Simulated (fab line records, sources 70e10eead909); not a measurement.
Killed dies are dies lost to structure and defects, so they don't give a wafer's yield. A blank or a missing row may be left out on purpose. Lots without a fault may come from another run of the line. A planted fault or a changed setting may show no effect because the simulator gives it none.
A struck lot beside a sound one | flow nand_harc | 14 steps out of a route of 1159
Sound: wafers L121.1, L121.3, L121.4. Struck: wafers L125.1, L125.2, L125.4. The cause comes at the end.
At each step with rows: each side's tool, then ch and its chambers, then its first start. Under that, the readings that differ: sound wafers | struck wafers | difference of the means | sigmas: that difference in standard deviations of wafers without a fault.
alike: readings whose means differ by less than 2 such deviations, and words and numbers that are the same on both sides. not compared: withheld readings, readings that some wafer has no value for, bounds like >300 that may hide the same value, and numbers for which the record gives no deviation and whose values overlap.
The two part at a step that has a row with sigmas, a row that says differs or no value, or rows on one side only. Numbers that don't overlap but have no deviation are shown without sigmas and don't part them. A reading that every wafer of one side lacks parts them only if that side has two wafers or more.

first, 5 steps without rows for these wafers: NHARC_A_SLIT_SOFTBAKE_04 (time 55 s); NHARC_A_SLIT_EBR_05; NHARC_A_SLIT_EXPOSE_06 (exposes mask SLIT); NHARC_A_SLIT_PEB_07 (peb time 65 s); NHARC_A_SLIT_DEVELOP_08 (develop time 35 s).
NHARC_A_SLIT_CD_MEAS_09: target cd 300 nm.
  sound on cd_sem-02 ch 0, day 16 04:59; struck on cd_sem-01 ch 0, day 17 17:58
  alike: cd_nm
NHARC_A_SLIT_OVL_MEAS_10:
  sound on overlay-02, day 16 05:04; struck on overlay-01, day 17 18:03
  alike: overlay_x_nm, overlay_y_nm
NHARC_A_SLIT_INSPECT_11:
  sound on defect_inspect-02, day 16 05:06; struck on defect_inspect-01, day 17 18:05
  alike: raw_defect_count
NHARC_A_SLIT_DESCUM_14: chemistry O2, time 3 s.
  sound on rie_diel-03 ch 1,2,3, day 16 05:10; struck on rie_diel-10 ch 1,2,3, day 17 18:10
  reading                | sound | struck | difference | sigmas
  rf_hours_counter_h (h) | 8 9 9 | 3 3 3  | -6         |
  alike: drypump_motor_current_A, oes_product_au, rf_vpp_V, showerhead_plenum_p_Torr, throttle_valve_pct
NHARC_A_SLIT_ETCH_24: etches the open film in CF4/CHF3, target depth 121 nm, time 60.5 s.
  sound on rie_diel-03 ch 1,2,3, day 16 05:16; struck on rie_diel-10 ch 1,2,3, day 17 18:17
  reading                | sound | struck | difference | sigmas
  rf_hours_counter_h (h) | 9 8 9 | 3 3 3  | -6         |
  alike: bias_w, cf4_flow_sccm, drypump_motor_current_A, oes_product_au, rf_vpp_V, showerhead_plenum_p_Torr, throttle_valve_pct
NHARC_A_SLIT_ETCH_15: etches the open film in O2/COS, target depth 3200 nm, time 832 s.
  sound on rie_diel-03 ch 1,2,3; struck on rie_diel-10 ch 0,1,2
  reading                | sound  | struck | difference | sigmas
  rf_hours_counter_h (h) | 10 8 9 | 3 3 4  | -6         |
  alike: bias_w, chamber_pressure_mTorr, drypump_motor_current_A, oes_product_au, rf_vpp_V, showerhead_plenum_p_Torr, throttle_valve_pct
NHARC_A_SLIT_ETCH_17: etches the open film in C4F8/O2/Ar, time 1687.5 s, target depth 10100 nm.
  sound on har_etch-01 ch 0,1, day 16 05:56; struck on har_etch-02 ch 0,1, day 17 19:15
  alike: c4f8_flow_sccm, chamber_pressure_mTorr, drypump_motor_current_A, showerhead_plenum_p_Torr, throttle_valve_pct
  not compared: rf_hours_counter_h
NHARC_A_SLIT_ETCH_26: etches the open film in C4F8/O2/Ar, time 90 s, target depth 400 nm.
  sound on har_etch-01 ch 0,1, day 16 07:26; struck on har_etch-02 ch 0,1, day 17 20:44
  no value came back on the struck wafers for any of 5 readings (bias_v (V), c4f8_flow_sccm (sccm) and others); on the sound wafers bias_v (V) reads 401 402 402
  not compared: rf_hours_counter_h
then, 1 step without rows for these wafers: NHARC_A_SLIT_STRIP_28 (strips in O2/COS).

WHERE THEY PART
Only at NHARC_A_SLIT_ETCH_26, within this record.

WHY: what the simulator had put in
Skipped step whole: har_etch-02, from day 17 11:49 on, at NHARC_A_SLIT_ETCH_26. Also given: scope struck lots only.
